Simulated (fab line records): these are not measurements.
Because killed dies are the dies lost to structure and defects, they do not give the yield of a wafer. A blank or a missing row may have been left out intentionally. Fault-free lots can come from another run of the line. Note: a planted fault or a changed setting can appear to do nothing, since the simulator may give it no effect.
What tool caused it?	flow nand_harc	33 wafers from 11 lots sampled at 6 of the route's 1302 steps

WHAT THE GAUGES READ, wafer by wafer
NHARC_P_ZERO_WELL_CD_MEAS_37: target cd 720 nm. Usual: cd_nm 720.2 nm, standard deviation 1.9.
lot	measured	on	cd_nm (nm)	flag
L871	day 2 20:16	cd_sem-03	719.2 717.4 723.1	
L873	day 3 16:19	cd_sem-02	717.2 718.8 717.3	
L876	day 4 22:25	cd_sem-03	719.5 722.3 720.1	
L878	day 5 18:14	cd_sem-03	719.7 720.8 720.7	
L879	day 6 04:15	cd_sem-02	720.3 721.1 719.4	
L880	day 6 14:06	cd_sem-03	719.1 721.2 721.2	
L881	day 7 00:08	cd_sem-03	720.2 717.9 720.7	
L883	day 7 20:08	cd_sem-03	- - -	OFF
L889	day 10 08:15	cd_sem-01	722.1 718.5 716.5	
L891	day 11 03:50	cd_sem-02	720.2 720.6 719.4	
L892	day 11 14:05	cd_sem-03	718.6 716.0 717.3	

NHARC_END_SORT_01. Usual: killed_at_array 56, standard deviation 17; killed_at_other 0.9, standard deviation 1.2; killed_at_periphery 3.9, standard deviation 2.5; killed_dies 61, standard deviation 17; killed_open 3.2, standard deviation 1.8; killed_short 2.7, standard deviation 1.7.
lot	measured	on	killed_at_array	killed_at_other	killed_at_periphery	killed_dies	killed_open	killed_short	flag
L883	day 31 21:36	prober-01	79 57 86	1 1 0	597 619 591	677 677 677	1 4 7	3 1 3	OFF

WHICH TOOL RAN EACH LOT (tool, then ch and the chambers of the sampled wafers, then the start)
lot	NHARC_P_ZERO_WELL_EXPOSE_34	NHARC_P_GATE_ETCH_32	NHARC_P_GATE_DESCUM_61	NHARC_P_GATE_STRIP_76
L871	krf_scanner-02 ch 0, day 2 20:07	rie_si-03 ch 1,2,3, day 5 17:43	rie_diel-01 ch 0,1,3, day 6 07:00	plasma_asher-01 ch 0,1, day 6 07:36
L873	krf_scanner-03 ch 0, day 3 16:09	rie_si-01 ch 0,2,3, day 6 17:10	rie_diel-02 ch 0,1, day 7 06:34	plasma_asher-01 ch 0,1, day 7 07:12
L876	krf_scanner-04 ch 0, day 4 22:16	rie_si-03 ch 0,1,2, day 7 21:39	rie_diel-02 ch 0,2, day 8 10:45	plasma_asher-02 ch 0,1, day 8 11:25
L878	krf_scanner-03 ch 0, day 5 18:05	rie_si-04 ch 1,2,3, day 8 22:39	rie_diel-07 ch 1,2,3, day 9 11:53	plasma_asher-01 ch 0,1, day 9 12:31
L879	krf_scanner-02 ch 0, day 6 04:05	rie_si-04 ch 0,3, day 9 16:28	rie_diel-01 ch 1,2,3, day 10 05:46	plasma_asher-01 ch 0,1, day 10 06:23
L880	krf_scanner-03 ch 0, day 6 13:57	rie_si-04 ch 1,3, day 9 22:17	rie_diel-01 ch 1,2,3, day 10 13:42	plasma_asher-01 ch 0,1, day 10 14:20
L881	krf_scanner-03 ch 0, day 6 23:59	rie_si-04 ch 2,3, day 10 00:35	rie_diel-07 ch 1,2,3, day 10 13:53	plasma_asher-02 ch 0,1, day 10 14:31
L883	krf_scanner-02 ch 0, day 7 19:59	-	-	-
L889	krf_scanner-02 ch 0, day 10 08:06	rie_si-04 ch 0,2,3, day 13 10:43	rie_diel-01 ch 0,1,2, day 14 00:01	plasma_asher-01 ch 0,1, day 14 00:39
L891	krf_scanner-02 ch 0, day 11 03:41	rie_si-03 ch 0,1,2, day 14 07:37	rie_diel-02 ch 0,3, day 14 20:50	plasma_asher-02 ch 0,1, day 14 21:59
L892	krf_scanner-02 ch 0, day 11 13:56	rie_si-04 ch 0,2, day 14 18:28	rie_diel-01 ch 0,1,3, day 15 07:46	plasma_asher-02 ch 0,1, day 15 08:25
- NHARC_P_ZERO_WELL_EXPOSE_34: exposes mask P PWELL, target cd 720 nm.
- NHARC_P_GATE_ETCH_32: etches the open film in HBr/Cl2, target depth 150 nm, time 100.1 s.
- NHARC_P_GATE_DESCUM_61: chemistry O2, time 3 s.
- NHARC_P_GATE_STRIP_76: strips in O2.

AS READ BY THE TOOLS THEMSELVES (means over the sampled wafers that have a number; for cases with no such wafer, the mark the record gives instead)
NHARC_P_ZERO_WELL_EXPOSE_34. Usual: reticle_temp_C 23.02 C, standard deviation 0.1.
lot	tool	reticle_temp_C (C)	flag
L871	krf_scanner-02	23.02	
L873	krf_scanner-03	23.09	
L876	krf_scanner-04	23.05	
L878	krf_scanner-03	22.94	
L879	krf_scanner-02	23.11	
L880	krf_scanner-03	23.02	
L881	krf_scanner-03	23.05	
L883	krf_scanner-02	23.00	
L889	krf_scanner-02	23.06	
L891	krf_scanner-02	23.02	
L892	krf_scanner-02	23.17	

NHARC_P_GATE_ETCH_32. Usual: bias_w 100.01 W, standard deviation 0.3; drypump_motor_current_A 5.8 A, standard deviation 0.57; oes_product_au 0.996 a.u., standard deviation 0.013; throttle_valve_pct 26.403 %, standard deviation 0.0078.
lot	tool	bias_w (W)	drypump_motor_current_A (A)	oes_product_au (a.u.)	throttle_valve_pct (%)	flag
L871	rie_si-03	99.98	5.9	1.013	26.411	
L873	rie_si-01	100.24	5.7	1.001	26.407	
L876	rie_si-03	100.39	5.4	1.001	26.405	
L878	rie_si-04	99.67	5.9	0.986	26.402	
L879	rie_si-04	100.20	6.0	0.993	26.406	
L880	rie_si-04	100.14	6.4	0.987	26.402	
L881	rie_si-04	99.83	5.7	1.003	26.402	
L889	rie_si-04	99.72	5.7	1.006	26.401	
L891	rie_si-03	99.96	5.4	0.997	26.403	
L892	rie_si-04	100.01	5.7	1.007	26.405	

NHARC_P_GATE_DESCUM_61. Usual: drypump_motor_current_A 5.80 A, standard deviation 0.29; mfc_ar_sccm 0.012 sccm, standard deviation 0.013; oes_product_au 0.993 a.u., standard deviation 0.011; rf_vpp_V 57.9 V, standard deviation 0.93; showerhead_plenum_p_Torr 1.92 Torr, standard deviation 0.11; throttle_valve_pct 11.312 %, standard deviation 0.0098.
lot	tool	drypump_motor_current_A (A)	mfc_ar_sccm (sccm)	oes_product_au (a.u.)	rf_vpp_V (V)	showerhead_plenum_p_Torr (Torr)	throttle_valve_pct (%)	flag
L871	rie_diel-01	5.72	0.004	0.999	57.9	1.89	11.308	
L873	rie_diel-02	6.10	0.002	0.998	58.2	1.87	11.306	
L876	rie_diel-02	6.14	0.008	0.993	57.9	1.81	11.298	
L878	rie_diel-07	5.50	0.019	1.000	56.6	1.84	11.309	
L879	rie_diel-01	5.64	0.010	0.984	57.7	1.97	11.295	
L880	rie_diel-01	5.65	0.010	0.992	58.1	1.97	11.310	
L881	rie_diel-07	5.48	0.019	1.004	58.1	1.84	11.308	
L889	rie_diel-01	5.71	0.014	0.986	57.2	1.89	11.304	
L891	rie_diel-02	6.29	0.001	1.014	57.9	1.84	11.318	
L892	rie_diel-01	5.73	0.004	0.978	57.7	1.88	11.306	

NHARC_P_GATE_STRIP_76. Usual: drypump_motor_current_A 5.9 A, standard deviation 0.67; heater_power_w 311 W, standard deviation 19.
lot	tool	drypump_motor_current_A (A)	heater_power_w (W)	flag
L871	plasma_asher-01	5.8	315	
L873	plasma_asher-01	5.4	323	
L876	plasma_asher-02	6.4	289	
L878	plasma_asher-01	5.8	318	
L879	plasma_asher-01	5.8	318	
L880	plasma_asher-01	5.8	316	
L881	plasma_asher-02	6.3	302	
L889	plasma_asher-01	5.8	318	
L891	plasma_asher-02	6.4	293	
L892	plasma_asher-02	6.4	288	

THE ANSWER, worked out from the rows above alone
Rule: lot off if the mean of its wafers having a number is beyond 3 standard deviations from the usual mean. Also off: a lot with no number at a reading for which 4 or more lots have one. The other lots that the step has rows for count as sound. Order of review: gauges by route order, followed by the tools' own readings, for which a lot's mean as printed above is used. At the first step where some lot is off, the reading lying furthest off is the one used; lots without a number count as furthest.
Off: L883, at NHARC_P_ZERO_WELL_CD_MEAS_37 (cd_nm). Without a number there: L883.
If a tool, at a process step before that reading, ran all the lots that are off and no sound lot after the first of them, it fits. The gauges at NHARC_P_ZERO_WELL_CD_MEAS_37 aren't tried: what is off there is off at NHARC_END_SORT_01 too, on other tools, and a gauge's error can't cause that. Of those tried, none fits.

WHAT WAS PUT IN BY THE SIMULATOR
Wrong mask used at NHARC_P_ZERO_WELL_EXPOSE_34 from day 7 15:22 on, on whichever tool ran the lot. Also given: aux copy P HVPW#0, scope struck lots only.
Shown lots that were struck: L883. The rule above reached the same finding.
